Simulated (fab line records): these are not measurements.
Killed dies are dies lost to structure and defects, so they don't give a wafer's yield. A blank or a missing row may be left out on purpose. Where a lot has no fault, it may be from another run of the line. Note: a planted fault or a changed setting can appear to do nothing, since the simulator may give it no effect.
Chamber matching    flow n5-finfet    N5_HKMG_FIN_STRIP_90 on rie-diel-02 has 4 sister chambers
The step strips SOC in N2/H2, time 20 s. 4 wafers are shown with their chamber, then 9 later ones without.

== WAFERS WITH THEIR CHAMBER ==
wafer   chamber  showerhead-plenum-p-Torr (Torr)
L079.1  0        3.22
L081.6  3        3.35
L083.1  2        3.34
L083.6  1        3.46

== WAFERS WHOSE CHAMBER IS MISSING ==
wafer   showerhead-plenum-p-Torr (Torr)
L085.4  3.21
L085.5  3.34
L085.6  3.34
L092.2  3.33
L092.4  3.45
L092.6  3.45
L094.1  3.45
L094.2  3.33
L094.3  3.20

== CHAMBER TAKEN BY EACH ==
wafer   from the rows above      in truth
L085.4  0                        0
L085.5  can't be placed: 2 or 3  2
L085.6  can't be placed: 2 or 3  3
L092.2  can't be placed: 2 or 3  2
L092.4  1                        1
L092.6  1                        1
L094.1  1                        1
L094.2  can't be placed: 2 or 3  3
L094.3  0                        0
Correctly placed: 5 of 9. Can't be placed from these rows: 4 (the true chamber is among the candidates in 4). Number placed wrongly: 0.
How it was worked out, from the rows above alone: a wafer's distance from a chamber is the root of the sum, over the readings, of the square of ((its reading less the chamber's mean) divided by the reading's scatter). The wafer belongs to the nearest chamber; if the next one is less than 2 further off, it can't be placed. Each chamber's mean is taken over the wafers shown for it. The scatter: with one shown wafer a chamber, the root of the mean of the squares of how far each hidden wafer lies from its nearest shown one.
